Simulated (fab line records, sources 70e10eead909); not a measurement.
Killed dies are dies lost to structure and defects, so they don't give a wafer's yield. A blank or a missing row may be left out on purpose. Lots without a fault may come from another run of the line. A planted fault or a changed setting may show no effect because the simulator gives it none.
Chamber matching | flow nand_harc | NHARC_A_CHANNEL_FILL_D2_ETCHBACK_20 on rie_diel-04: 4 sister chambers
The step etches the open film in C4F8/O2/Ar, target depth 27 nm, time 13.5 s. 8 wafers are shown with their chamber, then 10 later ones without.

WAFERS WITH THEIR CHAMBER
wafer  | chamber | rf_vpp_V (V) | oes_product_au (a.u.)
L074.4 | 0       | 970          | 1.008
L078.2 | 0       | 970          | 1.013
L083.6 | 3       | 988          | 0.997
L087.1 | 3       | 989          | 1.009
L087.2 | 2       | 977          | 1.000
L087.6 | 1       | 977          | 0.992
L088.2 | 2       | 976          | 0.993
L088.3 | 1       | 977          | 1.004

WAFERS WITHOUT THEIR CHAMBER
wafer  | rf_vpp_V (V) | oes_product_au (a.u.)
L088.6 | 971          | 1.003
L090.1 | 971          | 0.991
L090.2 | 977          | 0.987
L090.3 | 976          | 1.007
L093.4 | 970          | 0.988
L093.5 | 970          | 0.992
L093.6 | 976          | 0.998
L096.1 | 975          | 1.000
L096.2 | 971          | 0.998
L096.5 | 975          | 1.000

WHICH CHAMBER EACH WENT THROUGH
wafer  | from the rows above     | in truth
L088.6 | 0                       | 0
L090.1 | 0                       | 0
L090.2 | can't be placed: 1 or 2 | 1
L090.3 | can't be placed: 2 or 1 | 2
L093.4 | 0                       | 0
L093.5 | 0                       | 0
L093.6 | can't be placed: 2 or 1 | 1
L096.1 | can't be placed: 2 or 1 | 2
L096.2 | 0                       | 0
L096.5 | can't be placed: 2 or 1 | 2
Placed correctly: 5 of 10. Can't be placed from these rows: 5 (the true chamber is among the candidates in 5). Placed wrongly: 0.
How it was worked out, from the rows above alone: a wafer's distance from a chamber is the root of the sum, over the readings, of the square of ((its reading less the chamber's mean) divided by the reading's scatter). The wafer belongs to the nearest chamber; if the next one is less than 2 further off, it can't be placed. A chamber's mean is the mean of its shown wafers. The scatter: the root of (the sum of the squares of (reading less its chamber's mean) over the shown wafers, divided by (wafers less chambers)).
